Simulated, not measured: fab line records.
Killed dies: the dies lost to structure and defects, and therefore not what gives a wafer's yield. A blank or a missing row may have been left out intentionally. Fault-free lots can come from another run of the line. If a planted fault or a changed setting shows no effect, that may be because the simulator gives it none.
fab line records	flow nand_harc
record: lots: 6	wafers: 18	last_day: 34
route steps=1302 shown P_CONTACT@248 P_M0@253 END@1302
lots that met no fault: from a run of the same line without faults
start_h: start of the lot's first displayed wafer, in hours after the record's first day	wait_h: hours elapsed since this lot's preceding step	" same as the row above	L1.1+2: one row covering several wafers at once	- either no value or no given start	* or withheld: withheld	< > ~ a bound
route shown NAME@n: NAME is a module with steps in the file, n the number in the route of the first one	usual: mean/standard deviation taken from wafers without a fault	same: alike in all rows	chamber/n: place in a boat	sites: the reading at each site	_std_site: standard deviation of those values	_edge_site: inner sites' mean taken away from outer sites' mean	radius_mm: how far each site lies from the wafer's centre	mask NAME#n: copy n	behind: the most recent tool/chamber to have shaped the wafer	hold: why the lot was held/for how many hours/how that ended	device: the transistor (n, p or np) that didn't switch	end of line: the same wafers' tests at the end of the route	where a step has no rows: the recipe by itself	killed: not the wafer's yield, but the dies lost to structure and defects at the first sort	map: a wafer's dies, marking killed ones x, the rest . and places with no die _
set.NAME: the setting as run; set.NAME@STEP: as run at that earlier step	model.NAME: the simulator's own value behind a step, which no gauge read
certain route steps with their lots: each step a table, each wafer a row
services: the hour from which a tool's chamber was out of use, counted from the record's first day as start_h (under 0 if before that day), plus the number of hours and why
== steps ==
step: NHARC_P_CONTACT_CVD_23
recipe: target_thk_a: 2000	temp_c: 300	pressure_torr: 40	wf6_flow_sccm: 40	h2_flow_sccm: 1600	ar_flow_sccm: 1560	time_s: 557	material: W
usual: heater_power_w: 488/27	throttle_valve_pct: 7.87/0.28
lot.wafer	tool	chamber	start_h	wait_h	heater_power_w	throttle_valve_pct
L697.1	cvd_w-02	0	-	-	459	7.65
L697.3	"	1	"	"	487	8.04
L697.5	"	0	"	"	471	7.73
L700.1	cvd_w-02	0	-	-	443	7.55
L700.3	"	0	"	"	450	7.51
L700.6	"	0	"	"	455	7.96
L704.2	cvd_w-01	0	-	-	526	7.82
L704.3	"	0	"	"	522	7.61
L704.4	"	1	"	"	532	8.30
L714.1	cvd_w-02	0	-	-	491	7.89
L714.4	"	1	"	"	472	7.85
L714.6	"	0	"	"	499	7.93
L715.4	cvd_w-02	0	-	-	481	7.81
L715.6	"	1	"	"	472	7.62
L715.5	"	0	"	"	481	7.87
L716.1	cvd_w-02	0	-	-	496	7.89
L716.3	"	1	"	"	474	7.91
L716.5	"	1	"	"	462	8.00
step: NHARC_P_CONTACT_CMP_24
recipe: t_overpolish_s: 30	target_thk_nm: 200
usual: motor_current_A: 11.8/1.1	overpolish_run_s: 30.001/0.0095	time_to_endpoint_s: 39.7/2.7
lot.wafer	tool	chamber	start_h	wait_h	motor_current_A	overpolish_run_s	time_to_endpoint_s
L697.3	cmp-04	0	169.78	0.3	12.5	30.003	42.2
L697.1	"	1	"	"	13.9	30.008	43.0
L697.5	"	3	"	"	10.5	30.019	40.9
L700.1	cmp-04	2	192.96	0.6	11.0	29.993	39.3
L700.3	"	3	"	"	10.8	30.018	38.6
L700.6	"	0	"	"	13.6	30.002	37.4
L704.3	cmp-04	2	233.96	0.4	11.2	29.995	43.0
L704.2	"	0	"	"	13.1	30.014	39.6
L704.4	"	1	"	"	13.4	30.005	37.2
L714.4	cmp-04	2	339.62	0.4	11.7	30.007	43.2
L714.1	"	1	"	"	13.3	29.999	39.6
L714.6	"	3	"	"	10.3	29.998	39.4
L715.4	cmp-01	1	342.48	0.3	10.5	30.013	35.9
L715.5	"	0	"	"	10.5	30.000	39.4
L715.6	"	1	"	"	10.8	30.001	36.8
L716.3	cmp-01	1	353.32	0.4	10.9	29.994	37.4
L716.1	"	3	"	"	11.6	30.001	40.5
L716.5	"	1	"	"	10.7	29.991	37.8
step: NHARC_P_CONTACT_SRD_26
step: NHARC_P_CONTACT_INSPECT_27
usual: raw_defect_count: 304/120
lot.wafer	tool	chamber	start_h	wait_h	raw_defect_count
L697.1	defect_inspect-02	-	170.13	0.1	259
L697.3	"	-	"	"	185
L697.5	"	-	"	"	243
L700.1	defect_inspect-02	-	193.31	0.1	208
L700.3	"	-	"	"	267
L700.6	"	-	"	"	257
L704.2	defect_inspect-02	-	234.37	0.1	505
L704.3	"	-	"	"	156
L704.4	"	-	"	"	175
L714.1	defect_inspect-02	-	340.02	0.1	314
L714.4	"	-	"	"	379
L714.6	"	-	"	"	261
L715.4	defect_inspect-02	-	342.86	0.1	252
L715.5	"	-	"	"	423
L715.6	"	-	"	"	252
L716.1	defect_inspect-01	-	353.72	0.1	215
L716.3	"	-	"	"	343
L716.5	"	-	"	"	124
step: NHARC_P_M0_DEP_00
recipe: target_thk_a: 1500	target_thk_nm: 150	temp_c: withheld	pressure_torr: 5	flow_sccm: 200	rf_w: 600	material: SiOC
step: NHARC_P_M0_DEHYDRATE_01
recipe: temp_c: 150	time_s: 120
step: NHARC_P_M0_HMDS_02
recipe: time_s: 30
step: NHARC_P_M0_COAT_33
recipe: temp_c: 200	time_s: 65
step: NHARC_P_M0_COAT_03
recipe: spin_rpm: 1500	resist_thk_nm: 90
step: NHARC_P_M0_SOFTBAKE_04
recipe: temp_c: 105	time_s: 55
step: NHARC_P_M0_EBR_05
step: NHARC_P_M0_EXPOSE_06
recipe: na: 1.35	target_cd_nm: 90	dose_mj: 81.28	mask_id: P_M0
usual: exposure_dose_mJ_cm2: 81.28/0.077	reticle_temp_C: 23.03/0.1
lot.wafer	tool	chamber	start_h	wait_h	mask	exposure_dose_mJ_cm2	reticle_temp_C
L697.1	arfi_scanner-01	0	170.76	-	P_M0#0	81.34	23.12
L697.3	"	0	"	"	P_M0#0	81.33	23.03
L697.5	"	0	"	"	P_M0#0	81.41	23.12
L700.1	arfi_scanner-01	0	194.07	-	P_M0#0	81.34	23.04
L700.3	"	0	"	"	P_M0#0	81.33	23.16
L700.6	"	0	"	"	P_M0#0	81.30	22.88
L704.2	arfi_scanner-03	0	235.13	-	P_M0#0	81.25	22.95
L704.3	"	0	"	"	P_M0#0	81.26	22.99
L704.4	"	0	"	"	P_M0#0	81.21	23.02
L714.1	arfi_scanner-03	0	340.65	-	P_M0#0	77.53	22.98
L714.4	"	0	"	"	P_M0#0	77.37	23.05
L714.6	"	0	"	"	P_M0#0	77.40	23.02
L715.4	arfi_scanner-03	0	343.50	-	P_M0#0	78.24	23.22
L715.5	"	0	"	"	P_M0#0	78.16	23.03
L715.6	"	0	"	"	P_M0#0	78.29	23.18
L716.1	arfi_scanner-01	0	354.48	-	P_M0#0	81.19	22.99
L716.3	"	0	"	"	P_M0#0	81.20	23.11
L716.5	"	0	"	"	P_M0#0	81.10	23.09
step: NHARC_P_M0_PEB_07
recipe: peb_temp_c: 100	peb_time_s: 65
step: NHARC_P_M0_DEVELOP_08
recipe: develop_time_s: 35	dev_temp_c: 23
step: NHARC_P_M0_CD_MEAS_09
recipe: target_cd_nm: 90	landing_energy_ev: 500
usual: cd_nm: 90.0/0.76
lot.wafer	tool	chamber	start_h	wait_h	hold	cd_nm
L697.1	cd_sem-02	0	170.90	-	-	89.8
L697.3	"	0	"	"	-	90.6
L697.5	"	0	"	"	-	89.6
L700.1	cd_sem-03	0	194.21	-	-	88.6
L700.3	"	0	"	"	-	89.4
L700.6	"	0	"	"	-	89.3
L704.2	cd_sem-01	0	235.27	-	-	89.3
L704.3	"	0	"	"	-	90.0
L704.4	"	0	"	"	-	89.5
L714.1	cd_sem-02	0	340.79	-	await_dispo/0.2h/release	86.5
L714.4	"	0	"	"	await_dispo/0.2h/release	85.8
L714.6	"	0	"	"	await_dispo/0.2h/release	85.8
L714.1	cd_sem-02	0	-	-	-	86.5
L714.4	"	0	"	"	-	86.1
L714.6	"	0	"	"	-	86.3
L715.4	cd_sem-02	0	343.64	-	await_dispo/0.2h/release	88.6
L715.5	"	0	"	"	await_dispo/0.2h/release	86.9
L715.6	"	0	"	"	await_dispo/0.2h/release	87.2
L715.4	cd_sem-02	0	-	-	-	88.3
L715.5	"	0	"	"	-	86.6
L715.6	"	0	"	"	-	86.9
L716.1	cd_sem-03	0	354.62	-	-	90.8
L716.3	"	0	"	"	-	91.2
L716.5	"	0	"	"	-	90.7
step: NHARC_P_M0_OVL_MEAS_10
recipe: pitch_nm: 180
usual: overlay_x_nm: 0.1/0.78	overlay_y_nm: -0.1/0.63
lot.wafer	tool	chamber	start_h	wait_h	hold	overlay_x_nm	overlay_y_nm
L697.1	overlay-01	-	170.99	-	-	-0.4	0.3
L697.3	"	-	"	"	-	0.7	-1.0
L697.5	"	-	"	"	-	-0.1	-0.3
L700.1	overlay-02	-	194.29	-	-	-0.6	0.2
L700.3	"	-	"	"	-	-1.0	-0.1
L700.6	"	-	"	"	-	-0.7	0.7
L704.2	overlay-01	-	235.35	-	-	-0.8	-0.3
L704.3	"	-	"	"	-	-1.5	-0.2
L704.4	"	-	"	"	-	-0.7	-0.5
L714.1	overlay-01	-	344.20	-	await_dispo/3.1h/release	-0.3	0.6
L714.4	"	-	"	"	await_dispo/3.1h/release	-0.7	0.4
L714.6	"	-	"	"	await_dispo/3.1h/release	-1.1	0.3
L715.4	overlay-02	-	344.95	-	await_dispo/1.0h/release	0.3	-1.5
L715.5	"	-	"	"	await_dispo/1.0h/release	0.2	-0.5
L715.6	"	-	"	"	await_dispo/1.0h/release	0.2	-1.2
L716.1	overlay-01	-	354.71	-	-	1.2	0.2
L716.3	"	-	"	"	-	0.6	0.5
L716.5	"	-	"	"	-	0.9	1.0
step: NHARC_P_M0_INSPECT_11
usual: raw_defect_count: 4.7/2.8
lot.wafer	tool	chamber	start_h	wait_h	raw_defect_count
L697.1	defect_inspect-02	-	171.03	0.0	2
L697.3	"	-	"	"	7
L697.5	"	-	"	"	4
L700.1	defect_inspect-02	-	194.33	0.0	3
L700.3	"	-	"	"	4
L700.6	"	-	"	"	4
L704.2	defect_inspect-02	-	235.39	0.0	4
L704.3	"	-	"	"	8
L704.4	"	-	"	"	6
L714.1	defect_inspect-02	-	344.24	0.0	5
L714.4	"	-	"	"	7
L714.6	"	-	"	"	7
L715.4	defect_inspect-01	-	344.99	0.0	5
L715.5	"	-	"	"	3
L715.6	"	-	"	"	7
L716.1	defect_inspect-01	-	354.74	0.0	4
L716.3	"	-	"	"	2
L716.5	"	-	"	"	4
step: NHARC_P_M0_DESCUM_14
recipe: time_s: 3	o2_flow_sccm: 200	ar_flow_sccm: 0	bias_power_w: 0	chemistry: O2
usual: drypump_motor_current_A: 5.6/0.36	oes_product_au: 0.997/0.014	rf_vpp_V: 57.6/0.9	showerhead_plenum_p_Torr: 1.86/0.088	throttle_valve_pct: 11.310/0.0095
lot.wafer	tool	chamber	start_h	wait_h	drypump_motor_current_A	oes_product_au	rf_hours_counter_h	rf_vpp_V	showerhead_plenum_p_Torr	throttle_valve_pct	model.P_M0.cd_nm
L697.1	rie_diel-05	0	171.10	0.1	6.0	0.989	19	57.1	1.78	11.315	91.29
L697.3	"	1	"	"	6.2	0.982	17	56.3	1.77	11.306	90.41
L697.5	"	2	"	"	5.2	0.976	-	57.6	1.80	11.318	90.67
L700.3	rie_diel-13	1	194.40	0.1	5.8	1.018	8	57.6	1.82	11.327	90.02
L700.1	"	2	"	"	5.2	1.003	9	58.5	2.00	11.294	87.97
L700.6	"	0	"	"	5.6	1.007	-	57.4	1.93	11.309	89.52
L704.4	rie_diel-13	1	235.45	0.1	5.8	0.993	21	57.7	1.82	11.304	88.96
L704.3	"	2	"	"	5.2	0.999	21	58.0	2.00	11.321	89.32
L704.2	"	0	"	"	5.6	1.022	18	58.8	1.93	11.310	89.57
L714.1	rie_diel-05	1	344.54	0.3	6.2	1.025	18	56.8	1.76	11.295	87.56
L714.4	"	0	"	"	6.0	0.977	21	59.6	1.77	11.316	86.76
L714.6	"	1	"	"	6.2	1.017	-	58.7	1.76	11.319	86.77
L715.4	rie_diel-05	1	345.55	0.6	6.2	1.027	18	57.1	1.76	11.308	88.72
L715.6	"	0	"	"	6.0	0.975	-	57.1	1.77	11.319	87.19
L715.5	"	1	"	"	6.2	1.022	-	56.8	1.76	11.314	87.17
L716.1	rie_diel-04	2	354.82	0.1	5.6	0.981	52	58.0	1.78	11.330	90.27
L716.3	"	1	"	"	5.4	1.006	-	59.3	1.89	11.312	91.08
L716.5	"	2	"	"	5.6	0.983	-	58.4	1.78	11.314	90.26
step: NHARC_P_M0_ETCH_34
recipe: target_depth_a: 400	overetch_a: 120	time_s: 43.94	ion_energy_ev: 200	n2_flow_sccm: 150	h2_flow_sccm: 150	ar_flow_sccm: 0	rf_w: 400	bias_w: 150	chemistry: N2/H2
usual: drypump_motor_current_A: 5.7/0.37	oes_product_au: 1.000/0.014	rf_vpp_V: 428.7/2.9	showerhead_plenum_p_Torr: 1.98/0.1	throttle_valve_pct: 14.171/0.0094
lot.wafer	tool	chamber	start_h	wait_h	drypump_motor_current_A	oes_product_au	rf_hours_counter_h	rf_vpp_V	showerhead_plenum_p_Torr	throttle_valve_pct
L697.1	rie_diel-05	1	171.17	0.1	6.2	0.991	17	425.2	1.88	14.165
L697.3	"	2	"	"	5.2	0.975	19	427.5	1.92	14.182
L697.5	"	1	"	"	6.2	0.988	-	426.7	1.88	14.184
L700.3	rie_diel-13	1	194.48	0.1	5.9	1.003	8	428.5	1.94	14.161
L700.1	"	2	"	"	5.2	1.007	9	433.6	2.14	14.159
L700.6	"	2	"	"	5.2	1.003	-	431.5	2.14	14.179
L704.4	rie_diel-13	1	235.54	0.1	5.9	1.011	21	428.1	1.93	14.175
L704.2	"	2	"	"	5.2	1.015	21	432.6	2.14	14.177
L704.3	"	0	"	"	5.6	1.014	18	430.2	2.05	14.144
L714.4	rie_diel-05	3	344.68	0.1	5.4	1.015	18	428.8	2.00	14.181
L714.1	"	2	"	"	5.1	0.993	16	426.9	1.91	14.183
L714.6	"	0	"	"	6.0	0.993	-	426.3	1.88	14.169
L715.4	rie_diel-05	3	345.77	0.2	5.4	1.026	18	429.4	2.00	14.162
L715.5	"	0	"	"	6.0	0.988	-	426.6	1.88	14.157
L715.6	"	1	"	"	6.2	1.041	-	425.7	1.87	14.174
L716.1	rie_diel-04	2	354.95	0.1	5.6	0.991	52	427.1	1.90	14.168
L716.3	"	2	"	"	5.6	0.988	-	426.2	1.90	14.158
L716.5	"	1	"	"	5.4	0.998	-	430.5	2.02	14.167
step: NHARC_P_M0_ETCH_15
recipe: target_depth_a: 1500	overetch_a: 150	time_s: 82.5	c4f8_flow_sccm: withheld	ar_flow_sccm: 400	rf_w: 600	bias_w: 300	chemistry: C4F8/Ar
usual: oes_product_au: 0.955/0.021	rf_vpp_V: 439/3.1
lot.wafer	tool	chamber	start_h	wait_h	oes_product_au	rf_hours_counter_h	rf_vpp_V	model.P_M0.cd_nm
L697.1	rie_diel-05	0	-	-	0.969	19	437	90.8
L697.3	"	1	"	"	0.963	17	436	90.27
L697.5	"	3	"	"	0.952	-	440	90.06
L700.3	rie_diel-13	3	-	-	0.988	7	446	89.84
L700.1	"	1	"	"	0.964	8	438	88.17
L700.6	"	0	"	"	0.967	-	441	89.84
L704.2	rie_diel-13	0	-	-	1.000	18	441	90.09
L704.3	"	1	"	"	0.974	21	437	89.03
L704.4	"	2	"	"	0.977	21	444	88.73
L714.1	rie_diel-05	0	-	-	0.947	21	437	87.82
L714.4	"	1	"	"	0.964	18	435	86.5
L714.6	"	0	"	"	0.952	-	435	86.14
L715.4	rie_diel-05	3	-	-	0.990	18	439	88.41
L715.6	"	1	"	"	0.981	-	436	87.48
L715.5	"	2	"	"	0.961	-	439	86.94
L716.1	rie_diel-04	2	355.08	0.1	0.945	52	438	90.89
L716.3	"	1	"	"	0.952	-	440	91.82
L716.5	"	2	"	"	0.934	-	436	90.9
step: NHARC_P_M0_CD_MEAS_16
usual: cd_nm: 90.1/0.95
lot.wafer	tool	chamber	start_h	wait_h	cd_nm
L697.1	cd_sem-02	-	171.39	-	90.9
L697.3	"	-	"	"	90.2
L697.5	"	-	"	"	89.5
L700.1	cd_sem-01	-	194.69	-	88.1
L700.3	"	-	"	"	90.0
L700.6	"	-	"	"	90.0
L704.2	cd_sem-02	-	235.75	-	90.0
L704.3	"	-	"	"	88.8
L704.4	"	-	"	"	88.7
L714.1	cd_sem-03	-	344.89	-	88.1
L714.4	"	-	"	"	86.5
L714.6	"	-	"	"	86.4
L715.4	cd_sem-01	-	345.97	-	88.3
L715.5	"	-	"	"	86.9
L715.6	"	-	"	"	87.8
L716.1	cd_sem-03	-	355.24	0.1	90.8
L716.3	"	-	"	"	91.7
L716.5	"	-	"	"	90.7
step: NHARC_END_SORT_01
recipe: temp_c: 25
usual: defect_limited_yield: 91.4/2.4	killed_at_array: 54/17	killed_at_other: 0.7/1	killed_at_periphery: 3.7/2.9	killed_dies: 58/16	killed_open: 3.2/1.9	killed_short: 2.2/1.5	sort_bin_2_pct: 3.1/1.1	sort_bin_3_pct: 0.6/0.33	sort_bin_4_pct: 4.9/1.4	sort_n_pass: 619/16	sort_rim_yield_pct: 94/3.8	sort_yield_pct: 91.4/2.4
same: gross_dies: 677	sort_bin_5_pct[%]: 0	sort_bin_6_pct[%]: 0	sort_bin_7_pct[%]: 0	sort_bin_8_pct[%]: 0	sort_rim_n_gross: 106.00
lot.wafer	tool	chamber	start_h	wait_h	defect_limited_yield[%]	killed_at_array	killed_at_other	killed_at_periphery	killed_dies	killed_open	killed_short	sort_bin_2_pct[%]	sort_bin_3_pct[%]	sort_bin_4_pct[%]	sort_n_pass	sort_rim_yield_pct[%]	sort_yield_pct[%]
L704.2	prober-01	0	672.01	2.8	91.1	58	0	2	60	3	2	3.4	0.6	4.9	617	97	91.1
killed by level:class
L704.2 A_CHANNEL_HOLE_D1:chamber_film_flake=40 A_CONTACT:chamber_film_flake=5 A_SLIT:chamber_film_flake=4 A_WL_FILL:geometric_particle:short=2 A_STAIRCASE:chamber_film_flake=2 A_CHANNEL_HOLE_D2:geometric_particle:open=1 A_WL_FILL:geometric_particle:open=1 A_BLC:geometric_particle:open=1
== services ==
tool	chamber	start_h	hours	kind
arfi_scanner-01	-	158.26	3.3	repair
rie_diel-13	-	165.16	9.0	pm
rie_diel-04	1	178.82	8.6	repair
rie_diel-04	-	180.14	9.0	pm
rie_diel-05	1	187.70	13.0	repair
arfi_scanner-03	-	196.00	4.0	pm
cmp-04	-	209.00	4.0	pm
rie_diel-04	-	227.12	0.1	repair
rie_diel-05	-	230.45	9.0	pm
arfi_scanner-01	-	252.01	4.0	pm
cvd_w-02	-	269.00	13.0	pm
arfi_scanner-03	-	271.05	0.5	repair
cmp-04	-	272.81	0.2	repair
rie_diel-13	0	298.47	3.4	repair
rie_diel-13	2	300.65	10.0	repair
cmp-04	-	307.00	4.0	pm
cmp-04	-	325.59	2.9	repair
rie_diel-05	3	327.57	7.9	repair
cmp-04	-	330.01	3.0	repair
arfi_scanner-03	-	330.06	0.2	repair
arfi_scanner-03	-	338.96	0.5	repair
rie_diel-13	-	342.16	9.0	pm
rie_diel-04	2	347.03	6.0	repair
rie_diel-04	0	353.25	1.8	repair
== key ==
first_sign: step: NHARC_P_M0_EXPOSE_06	reading: exposure_dose_mJ_cm2	direction: down	sigmas: 44	usual: 81.28	struck: 77.83
effect: step: NHARC_P_M0_CD_MEAS_09	reading: visit	direction: added	through: control_loop
effect: step: NHARC_P_M0_CD_MEAS_16	reading: cd_nm	direction: down	sigmas: 2.9	usual: 90.1	struck: 87.3	through: control_loop
model_effect: step: NHARC_P_M0_DESCUM_14	value: P_M0.cd_nm	without: 90.08	struck: 87.36
model_effect: step: NHARC_P_M0_ETCH_15	value: P_M0.cd_nm	without: 89.94	struck: 87.22
met_at NHARC_P_M0_EXPOSE_06
struck_wafers L714.1,L714.4,L714.6,L715.4,L715.5,L715.6
loop_trim: step: NHARC_P_M0_EXPOSE_06	setting: dose	lots: L715
onset_between 235.13 340.65
fault: kind: process_parameter_drift	tool: arfi_scanner-03	chamber: -	onset_h: 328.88	steps: NHARC_P_M0_EXPOSE_06	channel: dose_mj	offset: -3.8027	shape: step	acts_in: these_recipes_only	stated: 81.28
loop_trim: a control loop set the setting to another value than it would have without faults
